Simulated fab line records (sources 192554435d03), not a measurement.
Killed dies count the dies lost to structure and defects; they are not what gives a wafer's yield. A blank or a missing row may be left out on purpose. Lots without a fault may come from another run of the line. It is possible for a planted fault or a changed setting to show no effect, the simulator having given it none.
Which tool did it? || flow n5_finfet || 11 lots, 33 wafers sampled, at 1 step of a route of 1938

== WHAT THE GAUGES READ, wafer by wafer ==
N5_BEOL_M9_RS_MEAS_57: measurement is done with a four-point probe.
{"lot": "L075", "measured": "day 10 02:41", "on": "film_metro-01", "M9_RS (ohm/sq)": "0.1532 0.1513 0.1542"}
{"lot": "L077", "measured": "day 10 10:52", "on": "film_metro-01", "M9_RS (ohm/sq)": "0.1534 0.1536 0.1547"}
{"lot": "L079", "measured": "day 11 10:07", "on": "film_metro-01", "M9_RS (ohm/sq)": "0.1474 0.1517 0.1489"}
{"lot": "L082", "measured": "day 11 19:08", "on": "film_metro-01", "M9_RS (ohm/sq)": "0.1490 0.1510 0.1509"}
{"lot": "L084", "measured": "day 12 03:44", "on": "film_metro-01", "M9_RS (ohm/sq)": "0.1451 0.1522 0.1501"}
{"lot": "L085", "measured": "day 12 14:11", "on": "film_metro-01", "M9_RS (ohm/sq)": "0.1542 0.1478 0.1522"}
{"lot": "L087", "measured": "day 13 14:10", "on": "film_metro-01", "M9_RS (ohm/sq)": "0.1541 0.1529 0.1525"}
{"lot": "L089", "measured": "day 13 23:04", "on": "film_metro-02", "M9_RS (ohm/sq)": "0.1467 0.1471 0.1471"}
{"lot": "L092", "measured": "day 14 03:10", "on": "film_metro-02", "M9_RS (ohm/sq)": "0.1502 0.1530 0.1504"}
{"lot": "L093", "measured": "day 15 01:07", "on": "film_metro-02", "M9_RS (ohm/sq)": "0.1498 0.1477 0.1495"}
{"lot": "L095", "measured": "day 16 00:32", "on": "film_metro-01", "M9_RS (ohm/sq)": "0.1540 0.1524 0.1489"}

== WHICH TOOL RAN EACH LOT (tool, then ch and the chambers of the sampled wafers, then the start) ==
Record: no process step prior to these readings.

== THE ANSWER, worked out from the rows above alone ==
Rule: the lots themselves supply what counts as usual. The widest of any qualifying gaps counts: lots, ordered by their means at a reading, are off when they make up no more than a third of the lots, leave a main group of 4 or more, and stand apart from it by 3 or more times the standard deviation of that group's means. A main group is skipped when, at the precision printed for the reading in the tables above, its means are all equal. Also off: a lot with no number at a reading for which 4 or more lots have one. The other lots that the step has rows for count as sound.
Across all readings shown, no lot is off: no conclusion can be drawn from this.

== WHAT THE SIMULATOR HAD PUT IN ==
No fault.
